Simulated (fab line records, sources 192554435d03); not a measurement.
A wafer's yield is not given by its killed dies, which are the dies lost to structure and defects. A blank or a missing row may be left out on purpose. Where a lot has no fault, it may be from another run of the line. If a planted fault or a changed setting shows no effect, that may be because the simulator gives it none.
A struck lot beside a sound one -- flow n5 finfet -- 39 out of 1938 route steps
Sound: these wafers, L568.1, L568.2, L568.4. Struck: wafer L582.4 (left out: L582.5, a lot-mate that was not struck); the cause follows at the end.
Order at every step that has rows: each side's tool, ch and its chambers, its first start. Under that, the readings that differ: sound wafers -- struck wafers -- difference of the means -- sigmas: that difference in standard deviations of wafers without a fault.
alike: readings whose means differ by less than 2 such deviations, and words and numbers that are the same on both sides. not compared: withheld readings, readings that some wafer has no value for, bounds like >300 that may hide the same value, and numbers for which the record gives no deviation and whose values overlap.
A row with sigmas, a row that says differs or no value, or rows on one side alone: a step with any of these is where the two part. Non-overlapping numbers with no deviation appear without sigmas and do not part them. A reading that every wafer of one side lacks parts them only if that side has two wafers or more.

first, 9 steps without rows for these wafers: N5_BEOL_M14_SOFTBAKE_23 (time 60 s); N5_BEOL_M14_EXPOSE_25 (exposes mask M14, target cd 280 nm); N5_BEOL_M14_PEB_26 (peb time 90 s); N5_BEOL_M14_DEVELOP_27 (develop time 45 s); N5_BEOL_M14_HARDBAKE_32 (time 120 s); N5_BEOL_M14_DESCUM_33 (chemistry O2, time 7.9 s); N5_BEOL_M14_ETCH_67 (etches SiARC in CF4, target depth 143 nm, time 238.3 s); N5_BEOL_M14_ETCH_68 (etches SOC in N2/H2, time 450 s); N5_BEOL_M14_STRIP_69 (strips in N2/H2).
N5_BEOL_M14_TRENCH_ETCH_34: etches SiO2 in C4F8/O2/Ar, target depth 556.65 nm, time 126.9 s.
  sound on rie diel-02 ch 0,1,2, day 10 20:10; struck on rie diel-02 ch 0, day 14 06:50
reading,sound,struck,difference,sigmas
showerhead plenum p Torr (Torr),3.48 3.29 3.38,3.67,+0.29,+2
model.etch.depth nm (nm),529.4 558.3 554.5,416.7,-130.7,
  alike: drypump motor current A, he inner torr, oes_o_777_au, oes product au, rf vpp V, throttle valve pct
  not compared: rf hours counter h
then, 1 step without rows for these wafers: N5_BEOL_M14_STRIP_70 (strips in C4F8/O2/Ar).
N5_BEOL_M14_OCD_MEAS_35:
  sound: ocd-01 at day 10 20:19; struck: ocd-01 at day 14 07:00
reading,sound,struck,difference,sigmas
trench depth nm (nm),529 558 555,416,-131,-6
then, 11 steps without rows for these wafers: N5_BEOL_M14_STRIP_37 (strips in O2); N5_BEOL_M14_ETCH_38 (etches SiCN in CF4/N2, target depth 106.5 nm, time 120.6 s); N5_BEOL_M14_PRECLEAN_39 (cleans in residue remover, time 60 s); N5_BEOL_M14_SRD_40 (time 30 s, dry time 30 s); N5_BEOL_M14_DEGAS_41 (time 60 s); N5_BEOL_M14_PRE_CLEAN_42 (time 30 s); N5_BEOL_M14_SPUTTER_43 (material TaN, target thk 15 nm, time 24.19 s); N5_BEOL_M14_SPUTTER_44 (material Ta, target thk 15 nm, time 24.19 s); N5_BEOL_M14_SPUTTER_45 (material Cu, target thk 100 nm, time 16.67 s); N5_BEOL_M14_ECD_47 (material Cu, target thk 1248 nm); N5_BEOL_M14_ANNEAL_48 (time 90 s).
N5_BEOL_M14_CMP_49: polishes, stops on SiO2, t overpolish 5.2 s, target thk 560 nm.
  sound on cmp-02 ch 1,2,3, day 10 23:26; struck on cmp-03 ch 1, day 14 11:59
reading,sound,struck,difference,sigmas
clearing platen down force psi (psi),2.002 1.998 2.008,1.993,-0.010,-2
overpolish run s (s),5.194 5.193 5.216,5.178,-0.023,-2
model.Cu_of_BEOL_M14_ECD_47.thk nm (nm),532.8 561.4 558,419.2,-131.5,
  alike: barrier field endpoint s, motor current A, retaining ring pressure frac, time to endpoint s
N5_BEOL_M14_THK_MEAS_50: measures by xrf.
  sound: film metro-01 at day 10 23:42; struck: film metro-01 at day 14 12:12
reading,sound,struck,difference,sigmas
M14_THK (nm),528 553 556,418,-128,-6
then, 2 steps without rows for these wafers: N5_BEOL_M14_PRE_CLEAN_52 (time 15 s); N5_BEOL_M14_DEP_53 (deposits SiCN from 3MS/NH3, target thk 50 nm, time 17.8 s).
N5_BEOL_M14_RS_MEAS_54: measures by four-point-probe.
  sound: film metro-01 at day 10 23:52; struck: film metro-01 at day 14 12:20
reading,sound,struck,difference,sigmas
M14_RS (ohm/sq),0.0350 0.0333 0.0333,0.0447,+0.0108,+8
then, 9 steps without rows for these wafers: N5_BEOL_M15_ILD_DEP_00 (deposits SiO2 from TEOS/O2, target thk 1629.3 nm, time 346.1 s); N5_BEOL_M15_COAT_58 (time 60 s, resist thk 89 nm); N5_BEOL_M15_COAT_04 (resist thk 800 nm); N5_BEOL_M15_EBR_06; N5_BEOL_M15_SOFTBAKE_05 (time 60 s); N5_BEOL_M15_EXPOSE_07 (exposes mask V14); N5_BEOL_M15_PEB_08 (peb time 90 s); N5_BEOL_M15_DEVELOP_09 (develop time 45 s); N5_BEOL_M15_HARDBAKE_14 (time 120 s).
N5_BEOL_M15_RC_MEAS_101:
  sound on prober-01 ch 0, day 11 08:03; struck on prober-01 ch 0, day 14 21:23
reading,sound,struck,difference,sigmas
SERP_M14 (ohm/um),0.170 0.161 0.161,0.211,+0.047,+6
SERP_M14_max_site (ohm/um),0.172 0.164 0.162,0.214,+0.048,+6
  alike: COMB_M10, COMB_M11, COMB_M12, COMB_M13, COMB_M15, COMB_M5, COMB_M6, COMB_M7, COMB_M8, COMB_M9, COMB_M9_max_site, SERP_M10, SERP_M11, SERP_M12, SERP_M13, SERP_M13_max_site, SERP_M5, SERP_M6, SERP_M7, SERP_M8, SERP_M9
N5_PASSIVATION_PROBE_49:
  sound: prober-02 at day 11 22:41; struck: prober-02 at day 15 11:33
reading,sound,struck,difference,sigmas
defect limited yield (%),93.7 93.3 93.9,89.6,-4.0,-3
killed at front end,23 27 28,58,+32,+2
killed dies,74 79 72,123,+48,+3
killed open,44 50 44,87,+41,+3
sort_bin_6_memory (%),1.9 1.9 2.0,4.5,+2.6,+4
sort n pass,1106 1101 1108,1057,-48,-3
  alike: killed_at_M0_to_M3, killed_at_M4_up, killed at contacts, killed at other, killed short, sort_bin_5_function, sort_bin_8_speed

== WHERE THEY PART ==
Last at N5_PASSIVATION_PROBE_49 as far as this record goes, first at N5_BEOL_M14_TRENCH_ETCH_34.

WHY: what the simulator had put in
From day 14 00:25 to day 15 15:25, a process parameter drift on rie diel-02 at N5_BEOL_M14_TRENCH_ETCH_34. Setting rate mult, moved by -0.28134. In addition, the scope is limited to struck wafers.
